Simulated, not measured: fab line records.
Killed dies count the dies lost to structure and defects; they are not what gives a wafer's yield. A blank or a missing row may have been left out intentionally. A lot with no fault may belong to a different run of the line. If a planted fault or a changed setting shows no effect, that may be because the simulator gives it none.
Chamber matching | flow nand-harc | NHARC_A_STAIRCASE_ETCH_444 on rie-diel-09 has 4 sister chambers
The step etches the open film in C4F8/O2, target depth 20400 nm, time 6800 s. 8 wafers are shown with their chamber, then 11 later ones without.

## WAFERS WITH THEIR CHAMBER
wafer  | chamber | rf-vpp-V (V) | oes-product-au (a.u.)
L085.3 | 0       | 814          | 0.955
L087.3 | 1       | 808          | 0.929
L087.4 | 3       | 802          | 0.920
L087.6 | 2       | 812          | 0.946
L092.4 | 0       | 814          | 0.917
L092.5 | 2       | 809          | 0.916
L092.6 | 3       | 801          | 0.927
L094.1 | 1       | 807          | 0.925

## WAFERS WITH NO CHAMBER GIVEN
wafer  | rf-vpp-V (V) | oes-product-au (a.u.)
L094.2 | 809          | 0.930
L094.4 | 801          | 0.928
L095.2 | 800          | 0.918
L095.3 | 811          | 0.929
L095.6 | 806          | 0.924
L096.2 | 811          | 0.921
L096.4 | 813          | 0.922
L096.5 | 802          | 0.930
L097.2 | 810          | 0.925
L097.4 | 800          | 0.924
L097.5 | 807          | 0.936

## WHICH CHAMBER EACH WENT THROUGH
wafer  | from the rows above     | in truth
L094.2 | can't be placed: 2 or 1 | 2
L094.4 | 3                       | 3
L095.2 | 3                       | 3
L095.3 | 2                       | 2
L095.6 | 1                       | 1
L096.2 | can't be placed: 2 or 0 | 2
L096.4 | can't be placed: 0 or 2 | 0
L096.5 | 3                       | 3
L097.2 | can't be placed: 2 or 1 | 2
L097.4 | 3                       | 3
L097.5 | 1                       | 1
Placed correctly: 7 of 11. These rows do not allow placing 4 (true chamber among the candidates in 4). Placed wrongly: 0.
How it was worked out, from the rows above alone: a wafer's distance from a chamber is the root of the sum, over the readings, of the square of ((its reading less the chamber's mean) divided by the reading's scatter). The wafer belongs to the nearest chamber; if the next one is less than 2 further off, it can't be placed. Each chamber's mean is taken over the wafers shown for it. The scatter: the root of (the sum of the squares of (reading less its chamber's mean) over the shown wafers, divided by (wafers less chambers)).
